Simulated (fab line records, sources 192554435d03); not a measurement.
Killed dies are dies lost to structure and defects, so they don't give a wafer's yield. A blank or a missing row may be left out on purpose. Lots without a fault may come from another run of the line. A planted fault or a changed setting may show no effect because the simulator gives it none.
Chamber matching | flow n5_finfet | N5_BEOL_M0_SAQP_SPACER2_ETCHBACK_27 on rie_diel-02: 4 sister chambers
The step etches SiO2 in CHF3/O2, target depth 22.5 nm, time 11.25 s. 8 wafers are shown with their chamber, then 7 later ones without.

WAFERS WITH THEIR CHAMBER
wafer  | chamber | rf_vpp_V (V) | showerhead_plenum_p_Torr (Torr)
L074.6 | 2       | 547          | 2.51
L082.3 | 1       | 527          | 2.46
L083.2 | 2       | 548          | 2.51
L085.2 | 1       | 526          | 2.46
L085.4 | 3       | 518          | 2.58
L085.6 | 0       | 519          | 2.45
L087.1 | 3       | 518          | 2.58
L087.2 | 0       | 519          | 2.44

WAFERS WITHOUT THEIR CHAMBER
wafer  | rf_vpp_V (V) | showerhead_plenum_p_Torr (Torr)
L087.5 | 526          | 2.46
L092.2 | 526          | 2.45
L092.4 | 519          | 2.44
L092.5 | 547          | 2.50
L095.1 | 546          | 2.50
L095.3 | 525          | 2.45
L095.6 | 526          | 2.45

WHICH CHAMBER EACH WENT THROUGH
wafer  | from the rows above | in truth
L087.5 | 1                   | 1
L092.2 | 1                   | 1
L092.4 | 0                   | 0
L092.5 | 2                   | 2
L095.1 | 2                   | 2
L095.3 | 1                   | 1
L095.6 | 1                   | 1
Placed correctly: 7 of 7. Can't be placed from these rows: 0. Placed wrongly: 0.
How it was worked out, from the rows above alone: a wafer's distance from a chamber is the root of the sum, over the readings, of the square of ((its reading less the chamber's mean) divided by the reading's scatter). The wafer belongs to the nearest chamber; if the next one is less than 2 further off, it can't be placed. A chamber's mean is the mean of its shown wafers. The scatter: the root of (the sum of the squares of (reading less its chamber's mean) over the shown wafers, divided by (wafers less chambers)).
